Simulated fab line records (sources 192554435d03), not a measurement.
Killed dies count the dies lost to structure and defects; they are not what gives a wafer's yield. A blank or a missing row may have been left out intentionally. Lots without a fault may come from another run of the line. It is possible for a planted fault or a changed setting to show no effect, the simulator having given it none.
Struck lot and sound lot, side by side + flow n5 finfet + 33 out of 1938 route steps
Sound: these wafers, L880.2, L880.5, L880.6. The struck wafers were L893.1, L893.4, L893.5. At the end, the cause is stated.
Order at every step that has rows: each side's tool, ch and its chambers, its first start. Under that, the readings that differ: sound wafers + struck wafers + difference of the means + sigmas: that difference in standard deviations of wafers without a fault.
alike: same words and numbers on both sides, and readings whose means sit less than 2 such deviations apart. not compared: any withheld reading, any reading some wafer has no value for, any bound like >300 that may hide the same value, and any number with overlapping values for which the record gives no deviation.
A row with sigmas, a row that says differs or no value, or rows on one side alone: a step with any of these is where the two part. When numbers do not overlap yet have no deviation, they are printed without sigmas and do not part them. A reading that every wafer of one side lacks parts them only if that side has two wafers or more.

first, 11 steps without rows for these wafers: N5_GATE_CUT_SRD_32 (time 30 s); N5_GATE_CUT_SAC_CAP_01 (material SiNx, target thk 24 nm, pulse time 1 s, ald cycles 480); N5_GATE_CUT_PECVD_57 (deposits SiNx from SiH4/NH3/N2, target thk 21 nm); N5_GATE_CUT_CMP_02 (polishes, stops on SiO2, t overpolish 12.7 s, target thk 0 nm); N5_GATE_CUT_HM_DEP_46 (deposits SiO2 from TEOS/O2, target thk 130 nm, time 26.6 s); N5_GATE_CUT_COAT_34 (time 60 s, resist thk 60 nm); N5_GATE_CUT_COAT_35 (time 60 s, resist thk 10 nm); N5_GATE_CUT_COAT_27 (time 60 s, resist thk 10 nm); N5_GATE_CUT_COAT_07 (resist thk 30 nm); N5_GATE_CUT_EBR_09; N5_GATE_CUT_SOFTBAKE_08 (time 60 s).
N5_GATE_CUT_EXPOSE_10: exposes mask GATE CUT, target cd 20 nm.
  sound on euv scanner-02 ch 0, day 5 21:25; struck on euv scanner-01 ch 0, day 9 00:15
| reading              | sound             | struck            | difference | sigmas |
|----------------------|-------------------|-------------------|------------|--------|
| exposure dose mJ cm2 | 43.17 43.14 43.18 | 43.79 43.85 43.87 | +0.67      | +14    |
  alike: mask
then, 2 steps without rows for these wafers: N5_GATE_CUT_PEB_11 (peb time 60 s); N5_GATE_CUT_DEVELOP_12 (develop time 30 s).
N5_GATE_CUT_CD_MEAS_13: target cd 20 nm.
  sound on cd sem-03 ch 0, day 5 21:33; struck on cd sem-02 ch 0, day 9 00:23
| reading    | sound             | struck            | difference | sigmas |
|------------|-------------------|-------------------|------------|--------|
| cd nm (nm) | 19.86 19.34 19.69 | 19.31 18.79 19.24 | -0.52      | -2     |
N5_GATE_CUT_OVL_MEAS_14:
  sound on overlay-01 ch 0, day 5 21:35; struck on overlay-01 ch 0, day 9 00:25
  alike: GATE_CUT_OVL
N5_GATE_CUT_INSPECT_15: inspects for defects (brightfield).
  sound on defect inspect-02, day 5 21:38; struck on defect inspect-02, day 9 00:28
  alike: raw defect count
N5_GATE_CUT_DESCUM_18: chemistry O2, time 7 s.
  sound on rie diel-02 ch 0,3, day 5 21:43; struck on rie diel-04 ch 0,3, day 9 00:31
| reading                   | sound          | struck         | difference | sigmas |
|---------------------------|----------------|----------------|------------|--------|
| model.GATE_CUT.cd nm (nm) | 19.8 19.6 19.8 | 19.2 18.8 19.4 | -0.6       |        |
  alike: drypump motor current A, oes product au, rf vpp V, showerhead plenum p Torr, throttle valve pct
  not compared: rf hours counter h
then, 2 steps without rows for these wafers: N5_GATE_CUT_ETCH_28 (etches underlayer in N2/H2, target depth 13 nm, time 10.4 s); N5_GATE_CUT_ETCH_36 (etches SiARC in CF4, target depth 13 nm, time 21.7 s).
N5_GATE_CUT_ETCH_37: etches SOC in N2/H2, target depth 60 nm, overetch 12 nm, time 90 s.
  sound on rie diel-02 ch 0,3, day 5 21:47; struck on rie diel-04 ch 0,3, day 9 00:35
  alike: drypump motor current A, oes product au, rf vpp V, showerhead plenum p Torr, throttle valve pct
  not compared: rf hours counter h
then, 3 steps without rows for these wafers: N5_GATE_CUT_STRIP_38 (strips in N2/H2); N5_GATE_CUT_STRIP_39 (strips in N2/H2); N5_GATE_CUT_HM_OPEN_40 (chemistry C4F6/O2, target SiO2, target depth 139 nm, time 85.1 s).
N5_GATE_CUT_STRIP_41: strips in CF4.
  sound on rie diel-02 ch 0,3, day 5 21:56; struck on rie diel-04 ch 0,3, day 9 00:44
  alike: cf4 flow sccm, drypump motor current A, oes product au, rf vpp V, showerhead plenum p Torr, throttle valve pct
  not compared: rf hours counter h
N5_GATE_CUT_STRIP_42: strips in O2.
  sound on rie diel-02 ch 0,3, day 5 21:57; struck on rie diel-04 ch 0,3, day 9 00:45
  alike: drypump motor current A, oes product au, rf vpp V, showerhead plenum p Torr, throttle valve pct
  not compared: rf hours counter h
N5_GATE_CUT_ETCH_19: etches SiNx in CH3F/O2, target depth 53.7 nm, time 76.7 s.
  sound on rie diel-02 ch 0,3, day 5 21:59; struck on rie diel-04 ch 0,3, day 9 00:47
  alike: drypump motor current A, etch rf on time s, oes product au, rf vpp V, showerhead plenum p Torr, throttle valve pct
  not compared: rf hours counter h
then, 2 steps without rows for these wafers: N5_GATE_CUT_CUT_ETCH_53 (etches W in SF6/Cl2, target depth 79.2 nm); N5_GATE_CUT_CUT_ETCH_54 (etches TiN in Cl2/BCl3, target depth 96.7 nm).
N5_GATE_CUT_CUT_ETCH_55: etches HfO2 in BCl3, target depth 3.2 nm.
  sound on rie metal-03 ch 0,1, day 5 22:13; struck on rie metal-01 ch 0,1, day 9 01:01
| reading                     | sound          | struck         | difference | sigmas |
|-----------------------------|----------------|----------------|------------|--------|
| drypump motor current A (A) | 6.31 6.06 6.34 | 5.31 6.11 5.29 | -0.67      | -2     |
  alike: oes product au, throttle valve pct
  not compared: rf hours counter h
N5_GATE_CUT_ETCH_47: etches SiO2 in Cl2/BCl3, target depth 10 nm.
  sound on rie metal-03 ch 0,1, day 5 22:15; struck on rie metal-01 ch 0,1, day 9 01:03
| reading                     | sound          | struck         | difference | sigmas |
|-----------------------------|----------------|----------------|------------|--------|
| drypump motor current A (A) | 6.27 6.06 6.28 | 5.30 6.16 5.28 | -0.62      | -2     |
  alike: oes product au, throttle valve pct
  not compared: rf hours counter h, model.GATE_CUT.cd nm
then, 1 step without rows for these wafers: N5_GATE_CUT_VAPOR_ETCH_48 (etches TiN in BCl3/Cl2).
-- a jump in the record: the struck wafers' starts before and after are 4 days apart (it breaks off in module GATE_CUT and resumes in module BEOL_M4, where the first step shown is number 1111 of the route) --
N5_BEOL_M4_RC_MEAS_101:
  sound on prober-02 ch 0, day 10 02:10; struck on prober-01 ch 0, day 12 22:37
  alike: DIBL_N, DIBL_P, IOFF_N, IOFF_P, ION_N, ION_P, SS_N, SS_P, VT_N, VT_P

== WHERE THEY PART ==
First at N5_GATE_CUT_EXPOSE_10; last, within this record, at N5_GATE_CUT_ETCH_47. Later steps at which nothing parts them and some readings are alike: N5_BEOL_M4_RC_MEAS_101.

WHY: what the simulator had put in
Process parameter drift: euv scanner-01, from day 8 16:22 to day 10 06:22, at N5_GATE_CUT_EXPOSE_10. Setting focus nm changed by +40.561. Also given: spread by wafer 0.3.
